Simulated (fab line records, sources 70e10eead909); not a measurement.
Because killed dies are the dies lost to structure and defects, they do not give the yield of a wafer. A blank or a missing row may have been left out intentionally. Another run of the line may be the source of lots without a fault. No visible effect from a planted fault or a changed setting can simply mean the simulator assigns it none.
Chamber matching | flow nand_harc | NHARC_A_STAIRCASE_ETCH_313 on rie_diel-07 has 4 sister chambers
The step etches the open film in CF4/CHF3. 4 wafers are shown with their chamber, then 9 later ones without.

## WAFERS PAIRED WITH THEIR CHAMBERS
wafer  | chamber | drypump_motor_current_A (A)
L082.5 | 1       | 5.9
L087.6 | 3       | 4.9
L090.3 | 2       | 6.1
L090.5 | 0       | 6.3

## WAFERS WITHOUT THEIR CHAMBER
wafer  | drypump_motor_current_A (A)
L091.2 | 4.9
L091.3 | 5.9
L091.6 | 6.2
L094.1 | 6.2
L094.2 | 4.9
L094.5 | 5.8
L096.3 | 6.3
L096.5 | 6.2
L096.6 | 4.9

## THE CHAMBER EACH PASSED THROUGH
wafer  | from the rows above     | in truth
L091.2 | 3                       | 3
L091.3 | 1                       | 1
L091.6 | can't be placed: 0 or 2 | 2
L094.1 | can't be placed: 0 or 2 | 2
L094.2 | 3                       | 3
L094.5 | 1                       | 1
L096.3 | 0                       | 0
L096.5 | can't be placed: 0 or 2 | 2
L096.6 | 3                       | 3
Correct placement for 6 of the 9. Not placeable from these rows: 3 (in 3, the candidates include the true chamber). Number placed wrongly: 0.
How it was worked out, from the rows above alone: a wafer's distance from a chamber is the root of the sum, over the readings, of the square of ((its reading less the chamber's mean) divided by the reading's scatter). If the next closest chamber is less than 2 further off than the closest, the wafer can't be placed; otherwise it belongs to the closest. Each chamber's mean is taken over the wafers shown for it. The scatter: with one shown wafer a chamber, the root of the mean of the squares of how far each hidden wafer lies from its nearest shown one.
